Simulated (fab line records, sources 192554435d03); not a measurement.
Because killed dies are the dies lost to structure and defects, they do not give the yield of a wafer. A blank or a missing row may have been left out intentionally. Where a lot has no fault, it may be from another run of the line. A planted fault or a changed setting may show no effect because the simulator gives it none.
fab line records	flow n5Finfet	part 1 of 2: steps 1 to 4 of 6
record: lots: 23	wafers: 69	lastDay: 19
route steps=1938 shown MOL_CONTACT_COAG@539
lots that met no fault: from a run of the same line without faults
startH: hours from the record's opening day to when the first of the lot's shown wafers began	waitH: hours elapsed since this lot's preceding step	" the same as in the row above	L1.1+2: a row that stands for several wafers	- no value, or no start given	* or withheld: withheld	< > ~ a bound
route shown NAME@n: names a module that has steps shown in the file, with the first one's number in the route	usual: mean/standard deviation of fault-free wafers	same: alike in all rows	chamber/n: place in a boat	sites: each site's reading	_std_site: their standard deviation	_edge_site: inner sites' mean taken away from outer sites' mean	radiusMm: for every site, how far away it sits from the centre of the wafer	mask NAME#n: copy n	behind: the tool/chamber that last shaped the wafer	hold: the reason the lot was held/the length of the hold in hours/how it ended	device: names the non-switching transistor (n, p or np)	end of line: at the end of the route, the tests of the same wafers	step lacking rows: just its recipe	killed: the dies lost at the first sort to structure and to defects; this is not the yield of the wafer	map: a wafer's dies, marking killed ones x, the rest . and places with no die _
set.NAME: the setting as run; set.NAME@STEP: as run at that earlier step	model.NAME: the simulator's own value behind a step, which no gauge read
route steps across a sampled set of lots; one table per step, one row per wafer
services: a tool's chamber out of use, with start hour (startH, from the record's first day; less than 0 if before it), hours out, and reason
== steps ==
step: N5_MOL_CONTACT_COAG_STRIP_98
recipe: chemistry: N2/H2	powerW: 500	tempC: 40	pressureMtorr: 50	rfFrequencyHz: 6e+07	overashFraction: 0.3	biasPowerW: 8	h2Frac: 0.5	n2FlowSccm: 300	h2FlowSccm: 300
usual: drypumpMotorCurrentA: 5.6/0.55	oesProductAu: 0.80/0.094	powerW: 500.1/1.5	rfVppV: 54.1/1.6	showerheadPlenumPTorr: 3.39/0.083	throttleValvePct: 18.8/0.45
lot.wafer	tool	chamber	startH	waitH	drypumpMotorCurrentA	oesProductAu	powerW	rfHoursCounterH	rfVppV	showerheadPlenumPTorr	throttleValvePct
L074.1	rieDiel-02	1	92.99	0.0	5.8	0.80	499.7	103	53.8	3.40	19.5
L074.5	"	0	"	"	6.2	0.72	497.7	-	53.4	3.48	19.1
L074.6	"	1	"	"	5.8	0.79	499.3	-	56.3	3.40	19.5
L075.2	rieDiel-05	2	98.84	0.0	5.9	0.90	501.1	29	52.7	3.28	18.3
L075.5	"	3	"	"	5.6	0.71	502.3	-	52.9	3.45	18.7
L075.6	"	0	"	"	6.3	0.82	499.0	-	56.9	3.22	18.3
L076.4	rieDiel-05	2	108.71	0.0	6.0	0.89	500.8	32	57.3	3.28	18.2
L076.5	"	2	"	"	5.9	0.88	498.8	-	53.9	3.28	18.2
L076.6	"	1	"	"	5.0	0.73	500.3	-	51.4	3.36	18.8
L077.1	rieDiel-02	3	114.19	0.0	5.3	0.68	498.0	226	55.1	3.44	19.1
L077.3	"	1	"	"	5.7	0.78	501.4	112	55.4	3.40	19.5
L077.6	"	2	"	"	5.1	0.71	501.6	-	52.8	3.52	20.0
L078.4	rieDiel-06	3	117.46	0.0	4.8	0.95	496.7	11	53.2	3.30	18.5
L078.5	"	1	"	"	6.5	0.89	500.5	-	54.6	3.43	18.9
L078.6	"	2	"	"	5.5	0.69	500.6	-	51.7	3.43	18.6
L079.1	rieDiel-02	2	118.80	0.0	5.1	0.69	501.7	173	54.3	3.52	20.1
L079.3	"	0	"	"	6.2	0.70	497.8	197	52.8	3.47	19.1
L079.4	"	1	"	"	5.8	0.78	500.1	113	52.1	3.39	19.5
L080.3	rieDiel-02	0	122.71	0.0	6.2	0.70	499.2	198	55.8	3.47	19.1
L080.4	"	2	"	"	5.1	0.70	500.9	174	51.5	3.52	20.0
L080.5	"	2	"	"	5.1	0.70	501.4	-	52.3	3.52	20.0
L081.2	rieDiel-06	2	128.70	0.0	5.4	0.68	501.6	245	55.2	3.43	18.6
L081.3	"	0	"	"	5.3	0.76	499.8	160	54.7	3.48	19.0
L081.5	"	2	"	"	5.4	0.70	500.8	-	52.8	3.43	18.6
L082.2	rieDiel-05	2	133.99	0.0	5.9	0.86	499.9	41	52.1	3.28	18.2
L082.3	"	1	"	"	4.9	0.72	500.0	168	55.7	3.36	18.8
L082.6	"	3	"	"	5.6	0.71	501.0	-	56.0	3.44	18.7
L083.3	rieDiel-06	2	142.39	0.0	5.5	0.68	500.3	250	54.5	3.42	18.7
L083.4	"	3	"	"	4.8	0.94	500.2	19	52.5	3.30	18.5
L083.5	"	2	"	"	5.5	0.69	498.6	-	55.6	3.42	18.6
L084.1	rieDiel-06	0	151.07	0.0	5.3	0.76	502.3	168	56.1	3.47	19.0
L084.4	"	3	"	"	4.8	0.92	499.8	-	53.6	3.29	18.5
L084.6	"	0	"	"	5.3	0.76	501.0	-	54.0	3.47	19.0
L085.1	rieDiel-06	1	160.80	0.0	6.5	0.86	497.6	70	52.8	3.43	18.9
L085.4	"	3	"	"	4.8	0.90	499.8	27	54.2	3.29	18.5
L085.6	"	1	"	"	6.5	0.85	497.1	-	57.3	3.43	18.9
L086.1	rieDiel-06	0	164.08	0.0	5.3	0.76	502.2	173	52.2	3.47	19.0
L086.2	"	2	"	"	5.5	1.01	499.6	2	53.6	3.42	18.3
L086.3	"	1	"	"	6.5	0.85	498.9	71	54.1	3.43	18.9
L087.1	rieDiel-05	0	167.54	0.0	6.3	0.80	499.6	113	52.7	3.21	18.4
L087.2	"	3	"	"	5.6	0.71	500.9	231	54.0	3.44	18.7
L087.4	"	1	"	"	4.9	0.71	500.6	180	53.4	3.35	18.8
L088.1	rieDiel-05	3	173.85	0.0	5.6	0.70	498.4	233	53.4	3.44	18.7
L088.3	"	1	"	"	4.9	0.71	499.9	182	55.8	3.35	18.8
L088.5	"	2	"	"	6.0	0.85	500.8	-	54.5	3.27	18.3
L090.1	rieDiel-06	3	182.41	0.0	4.8	0.89	503.1	35	54.4	3.29	18.5
L090.2	"	1	"	"	6.5	0.84	500.3	77	55.0	3.42	18.9
L090.6	"	1	"	"	6.5	0.83	499.9	-	54.7	3.42	18.9
L091.2	rieDiel-06	1	188.21	0.0	6.5	0.84	500.7	80	53.5	3.42	18.9
L091.3	"	0	"	"	5.3	0.76	500.0	179	52.5	3.46	19.0
L091.4	"	3	"	"	4.8	0.92	501.4	37	52.2	3.29	18.5
L092.2	rieDiel-06	1	196.62	0.0	6.4	0.83	500.0	83	55.8	3.42	18.9
L092.4	"	2	"	"	5.4	0.96	498.6	10	54.4	3.42	18.3
L092.6	"	2	"	"	5.5	0.96	501.0	-	56.4	3.42	18.3
L093.1	rieDiel-02	1	205.86	0.0	5.8	0.75	498.6	145	55.2	3.38	19.6
L093.5	"	1	"	"	5.7	0.75	496.3	-	53.6	3.38	19.6
L093.6	"	0	"	"	6.2	0.69	498.8	-	54.2	3.45	19.2
L094.2	rieDiel-06	3	209.31	0.0	4.8	0.89	500.0	44	56.2	3.28	18.5
L094.3	"	0	"	"	5.3	0.73	501.2	185	56.3	3.46	19.0
L094.5	"	2	"	"	5.5	0.95	499.7	-	52.7	3.42	18.3
L095.1	rieDiel-06	1	215.96	0.0	6.5	0.83	501.5	88	55.1	3.42	18.9
L095.2	"	3	"	"	4.8	0.90	499.1	45	52.2	3.28	18.6
L095.4	"	2	"	"	5.4	0.97	500.9	15	53.2	3.41	18.3
L096.1	rieDiel-05	3	220.01	0.0	5.6	0.68	500.1	247	57.4	3.43	18.8
L096.3	"	2	"	"	5.9	0.82	499.7	72	52.5	3.26	18.3
L096.5	"	1	"	"	4.9	0.70	499.0	-	52.1	3.34	18.9
L097.1	rieDiel-02	0	226.42	0.0	6.2	0.68	500.1	236	53.7	3.45	19.2
L097.4	"	3	"	"	5.3	0.92	499.8	10	54.9	3.42	18.8
L097.5	"	3	"	"	5.3	0.92	497.8	-	57.2	3.42	18.8
step: N5_MOL_CONTACT_COAG_ETCH_91
recipe: chemistry: N2/H2	target: SOC	targetDepthA: 600	overetchA: 210	maskMaterial: SiARC	tempC: 40	timeS: 101.2	ionEnergyEv: 200	pressureMtorr: 30	sourceW: 840	biasW: 150	n2FlowSccm: 200	h2FlowSccm: 200
usual: biasW: 149.9/0.45	drypumpMotorCurrentA: 5.6/0.53	oesProductAu: 0.66/0.067	rfVppV: 524.4/2	showerheadPlenumPTorr: 2.56/0.069	throttleValvePct: 17.8/0.34
lot.wafer	tool	chamber	startH	waitH	biasW	drypumpMotorCurrentA	oesProductAu	rfHoursCounterH	rfVppV	showerheadPlenumPTorr	throttleValvePct
L074.1	rieDiel-06	2	104.59	0.0	149.7	5.4	0.59	237	526.3	2.60	17.8
L074.5	"	3	"	"	150.3	4.8	0.81	-	521.3	2.50	17.3
L074.6	"	2	"	"	149.6	5.4	0.58	-	526.1	2.60	17.8
L075.2	rieDiel-05	0	108.09	0.0	150.5	6.3	0.68	94	520.9	2.43	17.5
L075.5	"	3	"	"	149.5	5.6	0.59	-	528.2	2.61	17.8
L075.6	"	2	"	"	149.9	5.9	0.75	-	521.9	2.48	17.4
L076.4	rieDiel-05	3	122.96	0.0	149.8	5.6	0.60	-	525.8	2.61	17.8
L076.5	"	0	"	"	150.7	6.3	0.68	-	522.1	2.43	17.5
L076.6	"	2	"	"	150.4	5.9	0.74	-	522.5	2.48	17.4
L078.4	rieDiel-05	2	126.82	0.0	149.7	5.9	0.74	38	523.6	2.48	17.4
L078.5	"	1	"	"	150.2	4.9	0.61	-	523.2	2.54	17.6
L078.6	"	2	"	"	149.1	5.9	0.74	-	524.4	2.48	17.4
L077.1	rieDiel-05	3	127.42	0.0	150.3	5.6	0.59	218	526.0	2.61	17.8
L077.3	"	2	"	"	150.5	5.9	0.73	38	523.7	2.48	17.4
L077.6	"	1	"	"	149.9	4.9	0.60	-	523.4	2.54	17.6
L079.1	rieDiel-06	1	130.25	0.0	150.5	6.5	0.71	59	525.1	2.60	17.5
L079.3	"	0	"	"	150.4	5.3	0.63	161	527.8	2.63	17.9
L079.4	"	2	"	"	150.4	5.4	0.58	246	525.7	2.60	17.9
L080.3	rieDiel-06	2	133.87	0.0	149.9	5.4	0.58	247	525.4	2.59	17.8
L080.4	"	0	"	"	149.6	5.3	0.63	161	525.8	2.63	18.0
L080.5	"	3	"	"	149.9	4.8	0.78	-	521.9	2.50	17.3
L081.2	rieDiel-05	1	137.20	0.0	149.9	4.9	0.61	169	524.3	2.54	17.6
L081.3	"	3	"	"	150.2	5.6	0.59	221	526.5	2.61	17.8
L081.5	"	0	"	"	149.9	6.3	0.68	-	522.0	2.43	17.4
L082.2	rieDiel-06	1	146.25	0.0	149.2	6.4	0.70	64	524.6	2.60	17.5
L082.3	"	3	"	"	149.9	4.8	0.77	21	521.9	2.49	17.3
L082.6	"	3	"	"	149.1	4.8	0.78	-	521.2	2.49	17.3
L083.3	rieDiel-06	0	153.76	0.0	149.4	5.3	0.63	169	524.0	2.63	18.0
L083.4	"	0	"	"	150.6	5.3	0.63	-	527.2	2.63	18.0
L083.5	"	3	"	"	150.3	4.8	0.76	-	521.9	2.49	17.3
L084.1	rieDiel-05	3	164.26	0.0	149.9	5.6	0.59	230	526.1	2.61	17.8
L084.4	"	1	"	"	150.0	4.9	0.60	179	522.0	2.54	17.7
L084.6	"	3	"	"	149.6	5.6	0.59	-	526.6	2.61	17.8
L085.1	rieDiel-05	2	173.96	0.0	150.0	5.9	0.72	54	522.0	2.47	17.5
L085.4	"	0	"	"	149.5	6.3	0.67	116	518.8	2.42	17.5
L085.6	"	3	"	"	149.9	5.6	0.59	-	525.4	2.60	17.8
L086.1	rieDiel-02	0	174.18	0.0	150.7	6.2	0.59	217	526.9	2.62	18.2
L086.2	"	1	"	"	149.5	5.8	0.64	133	523.6	2.56	18.2
L086.3	"	3	"	"	150.0	5.3	0.57	249	525.4	2.60	18.1
L087.1	rieDiel-02	2	183.52	0.0	149.6	5.1	0.60	197	526.3	2.66	18.3
L087.2	"	0	"	"	150.5	6.1	0.59	221	527.8	2.62	18.2
L087.4	"	1	"	"	150.2	5.7	0.64	-	522.9	2.56	18.2
L088.1	rieDiel-05	2	185.55	0.0	150.5	6.0	0.71	58	521.4	2.47	17.5
L088.3	"	1	"	"	149.7	4.9	0.59	186	523.4	2.53	17.7
L088.5	"	0	"	"	150.3	6.3	0.67	-	522.1	2.42	17.5
L090.1	rieDiel-02	1	193.09	0.0	149.1	5.8	0.65	141	525.1	2.56	18.2
L090.2	"	0	"	"	150.2	6.2	0.59	225	526.0	2.62	18.2
L090.6	"	1	"	"	149.7	5.8	0.64	-	523.1	2.56	18.2
L091.2	rieDiel-06	0	198.71	0.0	149.3	5.3	0.62	183	528.3	2.63	18.0
L091.3	"	1	"	"	150.0	6.5	0.67	84	524.1	2.59	17.5
L091.4	"	2	"	"	149.2	5.4	0.79	11	526.0	2.59	17.6
L092.2	rieDiel-02	2	208.75	0.0	150.8	5.1	0.59	206	526.3	2.65	18.3
L092.4	"	1	"	"	149.1	5.7	0.63	146	524.6	2.56	18.2
L092.6	"	0	"	"	149.6	6.2	0.58	-	524.8	2.61	18.2
L093.1	rieDiel-02	0	216.81	0.0	149.7	6.2	0.58	233	525.5	2.61	18.2
L093.5	"	2	"	"	149.0	5.1	0.59	-	527.3	2.65	18.3
L093.6	"	1	"	"	149.6	5.8	0.63	-	524.4	2.56	18.2
L094.2	rieDiel-02	0	224.38	0.0	150.2	6.1	0.58	235	525.4	2.61	18.2
L094.3	"	3	"	"	150.2	5.3	0.77	9	526.5	2.59	17.8
L094.5	"	0	"	"	150.2	6.2	0.59	-	526.4	2.61	18.3
L095.1	rieDiel-06	2	226.61	0.0	149.9	5.4	0.76	17	525.3	2.59	17.6
L095.2	"	1	"	"	149.8	6.4	0.67	91	523.3	2.59	17.5
L095.4	"	3	"	"	150.0	4.8	0.73	48	522.9	2.48	17.4
L096.1	rieDiel-02	3	230.35	0.0	150.2	5.3	0.78	11	525.3	2.59	17.9
L096.3	"	1	"	"	149.6	5.7	0.63	152	524.0	2.55	18.2
L096.5	"	1	"	"	150.0	5.8	0.63	-	525.4	2.55	18.2
L097.1	rieDiel-06	1	238.51	0.0	149.3	6.5	0.68	96	524.0	2.58	17.6
L097.4	"	0	"	"	150.2	5.3	0.61	194	527.3	2.62	18.0
L097.5	"	2	"	"	149.7	5.4	0.76	-	525.4	2.58	17.6
step: N5_MOL_CONTACT_COAG_STRIP_119
recipe: chemistry: N2/H2	timeS: 30	powerW: 1000	tempC: 250	pressureMtorr: withheld	n2FlowSccm: 1750	h2FlowSccm: 3250
usual: drypumpMotorCurrentA: 5.7/0.4	heaterPowerW: 337/21
lot.wafer	tool	chamber	startH	waitH	drypumpMotorCurrentA	heaterPowerW	rfHoursCounterH
L074.1	plasmaAsher-01	0	104.90	0.1	5.6	304	94
L074.5	"	0	"	"	5.6	319	-
L074.6	"	1	"	"	5.3	333	-
L075.2	plasmaAsher-01	0	108.41	0.1	5.5	306	96
L075.5	"	0	"	"	5.6	313	-
L075.6	"	1	"	"	5.4	332	-
L076.4	plasmaAsher-02	1	123.25	0.0	5.6	369	-
L076.5	"	1	"	"	5.6	366	-
L076.6	"	0	"	"	6.4	344	-
L078.4	plasmaAsher-01	0	127.15	0.1	5.6	313	-
L078.5	"	1	"	"	5.3	337	-
L078.6	"	0	"	"	5.5	305	-
L077.1	plasmaAsher-02	1	127.73	0.1	5.5	359	40
L077.3	"	0	"	"	6.4	355	-
L077.6	"	0	"	"	6.4	344	-
L079.1	plasmaAsher-01	1	130.56	0.1	5.3	329	100
L079.3	"	1	"	"	5.3	333	-
L079.4	"	0	"	"	5.5	319	-
L080.3	plasmaAsher-01	1	134.20	0.1	5.4	327	-
L080.4	"	0	"	"	5.6	307	-
L080.5	"	1	"	"	5.4	328	-
L081.2	plasmaAsher-02	0	137.51	0.1	6.4	346	41
L081.3	"	0	"	"	6.4	355	-
L081.5	"	1	"	"	5.6	359	-
L082.2	plasmaAsher-02	0	146.56	0.1	6.4	354	43
L082.3	"	0	"	"	6.4	352	-
L082.6	"	1	"	"	5.6	368	-
L083.3	plasmaAsher-01	0	154.09	0.1	5.5	321	-
L083.4	"	1	"	"	5.3	327	-
L083.5	"	1	"	"	5.4	331	-
L084.1	plasmaAsher-01	1	164.58	0.1	5.4	331	107
L084.4	"	0	"	"	5.5	322	-
L084.6	"	1	"	"	5.3	327	-
L085.1	plasmaAsher-02	0	174.27	0.1	6.4	348	48
L085.4	"	0	"	"	6.4	350	-
L085.6	"	1	"	"	5.6	368	-
L086.1	plasmaAsher-01	0	174.49	0.1	5.6	309	110
L086.2	"	1	"	"	5.3	337	110
L086.3	"	0	"	"	5.6	312	-
L087.1	plasmaAsher-02	1	183.83	0.1	5.6	368	50
L087.2	"	0	"	"	6.4	346	50
L087.4	"	0	"	"	6.4	349	-
L088.1	plasmaAsher-01	0	185.86	0.1	5.5	313	112
L088.3	"	0	"	"	5.6	313	-
L088.5	"	0	"	"	5.6	306	-
L090.1	plasmaAsher-01	1	193.40	0.1	5.4	328	114
L090.2	"	0	"	"	5.6	304	114
L090.6	"	0	"	"	5.5	308	-
L091.2	plasmaAsher-02	1	199.02	0.1	5.6	376	52
L091.3	"	0	"	"	6.4	334	-
L091.4	"	1	"	"	5.6	351	-
L092.2	plasmaAsher-02	1	209.06	0.1	5.6	379	54
L092.4	"	1	"	"	5.6	360	-
L092.6	"	1	"	"	5.6	366	-
L093.1	plasmaAsher-01	1	217.12	0.1	5.4	327	119
L093.5	"	1	"	"	5.4	329	-
L093.6	"	0	"	"	5.6	308	-
L094.2	plasmaAsher-02	1	224.69	0.1	5.6	371	57
L094.3	"	1	"	"	5.6	371	-
L094.5	"	1	"	"	5.6	359	-
L095.1	plasmaAsher-02	0	226.92	0.1	6.4	346	58
L095.2	"	1	"	"	5.6	371	58
L095.4	"	1	"	"	5.6	372	-
L096.1	plasmaAsher-02	1	230.66	0.1	5.6	365	59
L096.3	"	1	"	"	5.6	375	-
L096.5	"	0	"	"	6.4	350	-
L097.1	plasmaAsher-01	0	238.82	0.1	5.5	311	122
L097.4	"	0	"	"	5.5	317	-
L097.5	"	1	"	"	5.3	334	-
step: N5_MOL_CONTACT_COAG_OVL_MEAS_41
recipe: pointsPerWafer: 522
usual: VD_OVL: -0.1/0.85
same: pointsPerWafer: 522
lot.wafer	tool	chamber	startH	waitH	VD_OVL[nm]
L074.1	overlay-01	0	106.40	0.0	-1.0
L074.5	"	0	"	"	-0.3
L074.6	"	0	"	"	-0.3
L075.2	overlay-02	0	108.93	0.0	1.2
L075.5	"	0	"	"	0.9
L075.6	"	0	"	"	0.7
L076.4	overlay-02	0	123.81	0.0	-0.9
L076.5	"	0	"	"	-0.6
L076.6	"	0	"	"	-1.4
L078.4	overlay-01	0	127.65	0.0	-0.8
L078.5	"	0	"	"	-0.8
L078.6	"	0	"	"	-0.8
L077.1	overlay-02	0	128.36	0.0	-0.2
L077.3	"	0	"	"	0.3
L077.6	"	0	"	"	0.9
L079.1	overlay-01	0	131.06	0.0	0.1
L079.3	"	0	"	"	-0.3
L079.4	"	0	"	"	0.5
L080.3	overlay-02	0	134.69	0.0	0.7
L080.4	"	0	"	"	-0.4
L080.5	"	0	"	"	-0.7
L081.2	overlay-01	0	138.01	0.0	1.9
L081.3	"	0	"	"	0.8
L081.5	"	0	"	"	2.1
L082.2	overlay-02	0	147.06	0.0	-0.3
L082.3	"	0	"	"	-0.5
L082.6	"	0	"	"	0.1
L083.3	overlay-02	0	154.71	0.0	-1.1
L083.4	"	0	"	"	-0.6
L083.5	"	0	"	"	-1.5
L084.1	overlay-02	0	165.20	0.0	-0.3
L084.4	"	0	"	"	0.2
L084.6	"	0	"	"	-0.5
L085.1	overlay-02	0	174.77	0.0	1.0
L085.4	"	0	"	"	1.3
L085.6	"	0	"	"	0.9
L086.1	overlay-02	0	174.98	0.0	0.9
L086.2	"	0	"	"	-0.2
L086.3	"	0	"	"	1.4
L087.1	overlay-02	0	184.45	0.0	-0.5
L087.2	"	0	"	"	-1.0
L087.4	"	0	"	"	-0.9
L088.1	overlay-02	0	186.57	0.0	-0.1
L088.3	"	0	"	"	-0.3
L088.5	"	0	"	"	-0.5
L090.1	overlay-01	0	194.04	0.0	-0.5
L090.2	"	0	"	"	-1.5
L090.6	"	0	"	"	-0.8
L091.2	overlay-01	0	199.65	0.0	1.5
L091.3	"	0	"	"	0.6
L091.4	"	0	"	"	1.9
L092.2	overlay-02	0	209.57	0.0	-0.8
L092.4	"	0	"	"	-0.9
L092.6	"	0	"	"	-0.5
L093.1	overlay-02	0	217.62	0.0	0.6
L093.5	"	0	"	"	-0.4
L093.6	"	0	"	"	0.9
L094.2	overlay-02	0	225.19	0.0	-0.6
L094.3	"	0	"	"	0.8
L094.5	"	0	"	"	0.3
L095.1	overlay-02	0	227.43	0.0	0.1
L095.2	"	0	"	"	-0.4
L095.4	"	0	"	"	-0.9
L096.1	overlay-02	0	231.28	0.0	-1.1
L096.3	"	0	"	"	-1.3
L096.5	"	0	"	"	-0.4
L097.1	overlay-02	0	239.32	0.0	-0.7
L097.4	"	0	"	"	-0.9
L097.5	"	0	"	"	0.0
